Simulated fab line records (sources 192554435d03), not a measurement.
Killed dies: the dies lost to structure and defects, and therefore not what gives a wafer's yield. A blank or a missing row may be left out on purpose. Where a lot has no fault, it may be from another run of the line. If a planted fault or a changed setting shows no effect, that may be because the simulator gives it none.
Problem report, 8D (eight disciplines) form, completed by code ; flow n5-finfet ; the parts of the form that need people (team, actions taken, sign-off) are left out

## 1. THE PROBLEM
FIN_CORE_OVL at N5_FIN_SAQP_OVL_MEAS_17 reads a mean of 4.9 nm on 9 wafers of 3 lots; wafers without a fault read -0.1 nm with a standard deviation of 0.98. That puts it +5.1 standard deviations away from the usual mean.
First seen on wafer L316.2, day 7 04:14, on overlay-01. Wafers with a number at this step in the record: 35, from 15 lots. Rule for "out", or "out of limits": more than 4 standard deviations from the usual mean. Any other wafer with a number is counted as sound.

## 2. WHAT THIS IS AND IS NOT
question;is;is not
which readings at this step;FIN_CORE_OVL;-
which lots;L316, L317, L318;L298, L300, L301, L302, L303, L304, L308, L309, L311, L312, L313, L314
which wafers of those lots;all that have a number;-
read on which gauges;overlay-01;overlay-02
when;from day 7 04:14;up to then (26 sound wafers)

## 3. THE SUSPECTS, EACH WITH WHAT RULES IT OUT
Counting: a tool stays on the suspect list if, at a process step up to the reading, it processed all lots that are out and no sound lot following the first of them.
- the gauge at N5_FIN_SAQP_OVL_MEAS_17: kept. All the wafers that are out were read on overlay-01, and no step on other tools shows them out.
- arfi-scanner-01 at N5_FIN_SAQP_EXPOSE_13 (exposes mask FIN CORE, target cd 35.6 nm): kept. It ran every lot that is out, first L316 (day 7 04:05), and no sound lot after that; its last sound lot up to then is L312 (day 6 03:19).
Remaining after the count are arfi-scanner-01 at N5_FIN_SAQP_EXPOSE_13 and overlay-01 at N5_FIN_SAQP_OVL_MEAS_17.

## 4. THE CAUSE (what the simulator had put in)
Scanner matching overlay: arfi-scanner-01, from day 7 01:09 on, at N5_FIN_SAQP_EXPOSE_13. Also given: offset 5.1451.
Counting left 2 suspects, and this tool is among them.

## 5. SEQUENCE OF EFFECTS, ordered by route
One row per reading whose mean, taken over the struck wafers that have a number, lies over 3 standard deviations from the usual. Scope: only readings with a usual standard deviation given in the record; hours: median across lots of the time from each lot's start at the first step in this table that gives one to its start at this step; sigmas: change in usual standard deviations.
hours;step;reading;usual;on struck wafers;change;sigmas
0;N5_FIN_SAQP_OVL_MEAS_17;FIN_CORE_OVL;-0.1 nm;4.9;+5.0;+5.1

## 6. HOW IT WOULD HAVE BEEN CAUGHT EARLIER
3 hours passed between the start of the fault at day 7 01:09 and the first reading out of limits at a measuring or inspecting step in this record, taken at day 7 04:14.
Lots out: 3; of these, L317, L318 started N5_FIN_SAQP_EXPOSE_13 on arfi-scanner-01 after day 7 04:14. A hold on the tool at that time would have spared those 2.
